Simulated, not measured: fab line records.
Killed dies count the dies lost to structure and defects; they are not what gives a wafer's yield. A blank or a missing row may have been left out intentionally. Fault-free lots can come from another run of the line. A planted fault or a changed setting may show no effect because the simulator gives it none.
Lot-split experiment    flow n5-finfet    on a route of 1938 steps: 7 lots, 39 wafers read

ABOUT THE SPLIT
At N5_STI_FIN_REVEAL_ETCHBACK_08 (etches SiO2 in C4F6/O2, target depth 30.5 nm, time 10.167 s), the setting time-s was moved away from the recipe's 10.167 s on 9 of the 39 wafers read, by -24.4% to +54.0%. The other wafers ran this setting at the recipe's value.

FROM THE SPLIT TO THE READING: what the file shows between them, 3 steps
- N5_STI_FIN_REVEAL_STRIP_24: strips in N2/H2, time 90 s
- N5_STI_FIN_REVEAL_PRECLEAN_25: cleans in SPM, time 90 s
- N5_STI_FIN_REVEAL_SRD_23: time 30 s

THE READING
trench-depth-nm, in nm, at N5_STI_FIN_REVEAL_FIN_H_MEAS_10. On this fab line, fault-free wafers typically give 52.1 nm with a standard deviation of 0.62 nm.

wafer   tool, chamber at the split  time-s as run, s  against the recipe  trench-depth-nm, nm  against lot-mates on the recipe
L079.1  rie-diel-01, 3,2,1,2,3,1    10.167            recipe              52.7                 -
L079.2  rie-diel-01, 3,2,1,2,3,1    10.167            recipe              52.7                 -
L079.3  rie-diel-01, 3,2,1,2,3,1    10.167            recipe              52.7                 -
L079.4  rie-diel-01, 3,2,1,2,3,1    10.167            recipe              52.8                 -
L079.5  rie-diel-01, 3,2,1,2,3,1    10.167            recipe              52.9                 -
L079.6  rie-diel-01, 3,2,1,2,3,1    10.167            recipe              52.0                 -
L081.1  rie-diel-02, 3,2,0,1,2,1    10.167            recipe              51.9                 -
L081.2  rie-diel-02, 3,2,0,1,2,1    10.167            recipe              52.1                 -
L081.3  rie-diel-02, 3,2,0,1,2,1    10.167            recipe              51.3                 -
L081.4  rie-diel-02, 3,2,0,1,2,1    10.167            recipe              51.8                 -
L081.5  rie-diel-02, 3,2,0,1,2,1    10.167            recipe              52.1                 -
L081.6  rie-diel-02, 3,2,0,1,2,1    10.167            recipe              52.1                 -
L082.1  rie-diel-02, 0,2,3          10.167            recipe              50.7                 -
L082.2  rie-diel-02, 0,2,3          10.167            recipe              52.6                 -
L082.3  rie-diel-02, 3,1,0          15.66             +54.0%              69.2                 +17.4
L082.4  rie-diel-02, 3,1,0          15.66             +54.0%              67.9                 +16.1
L082.5  rie-diel-02, 3,1,0          15.66             +54.0%              67.0                 +15.2
L082.6  rie-diel-02, 0,2,3          10.167            recipe              52.1                 -
L083.1  rie-diel-01, 0,0,1          10.167            recipe              53.3                 -
L083.2  rie-diel-01, 2,3,1          7.683             -24.4%              45.9                 -7.1
L083.3  rie-diel-01, 2,3,1          7.683             -24.4%              45.3                 -7.7
L083.4  rie-diel-01, 2,3,1          7.683             -24.4%              45.2                 -7.8
L083.5  rie-diel-01, 0,0,1          10.167            recipe              53.0                 -
L083.6  rie-diel-01, 0,0,1          10.167            recipe              52.8                 -
L084.1  rie-diel-02, 3,0,1,2,2,1    10.167            recipe              52.5                 -
L084.2  rie-diel-02, 3,0,1,2,2,1    10.167            recipe              51.5                 -
L084.3  rie-diel-02, 3,0,1,2,2,1    10.167            recipe              52.6                 -
L084.4  rie-diel-02, 3,0,1,2,2,1    10.167            recipe              52.7                 -
L084.5  rie-diel-02, 3,0,1,2,2,1    10.167            recipe              52.0                 -
L084.6  rie-diel-02, 3,0,1,2,2,1    10.167            recipe              52.6                 -
L086.1  rie-diel-02, 0,3,2          10.167            recipe              50.7                 -
L086.5  rie-diel-02, 0,3,2          10.167            recipe              51.5                 -
L086.6  rie-diel-02, 0,3,2          10.167            recipe              51.9                 -
L093.1  rie-diel-02, 0,1,0          13.62             +34.0%              61.1                 +8.9
L093.2  rie-diel-02, 0,1,0          13.62             +34.0%              62.7                 +10.5
L093.3  rie-diel-02, 2,3,3          10.167            recipe              53.0                 -
L093.4  rie-diel-02, 2,3,3          10.167            recipe              51.5                 -
L093.5  rie-diel-02, 0,1,0          13.62             +34.0%              60.8                 +8.6
L093.6  rie-diel-02, 2,3,3          10.167            recipe              52.0                 -
Where a row lists several chambers, the file gives one row for several wafers and doesn't say which wafer went through which chamber.

FIT RESULTS
A straight line over all 39 wafers: trench-depth-nm changes by +0.286 nm for each +1% of time-s; r = +0.99; the points scatter about the line by 0.71 nm.
The same after taking each lot's own level away (the mean of its wafers on the recipe; 39 wafers): +0.296 nm for each +1%; r = +0.99; scatter 0.59 nm.
That fit puts the effect of the largest move of time-s on the reading at 16 nm.
Across the lots, their own levels run from 51.37 to 53.03 nm, a range of 2.7 times the standard deviation given above.
The two slopes agree, so the slope changes little with the lot-to-lot level.
Check: for one of the wafers moved furthest among these (+54.0%), held out of the fit, the line's prediction against its lot-mates is +15.6 nm. It came out at +17.4 nm against them.

ADDITIONAL SPLITS CARRIED BY THESE WAFERS
These wafers also went through other splits before the reading. Each is held against what the fit with the lots' levels taken away leaves over:
other split on the same wafers      wafers away from the commonest value  r with trench-depth-nm (lot level and that fit taken away)
N5_ZERO_LAYER_PECVD_02 time-s       12                                    +0.06
N5_FIN_SAQP_HM_DEP_72 target-thk-a  15                                    +0.19

FILE'S OWN FIT
trench-depth-nm changes by +0.295 nm for each +1% of time-s, r = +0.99.
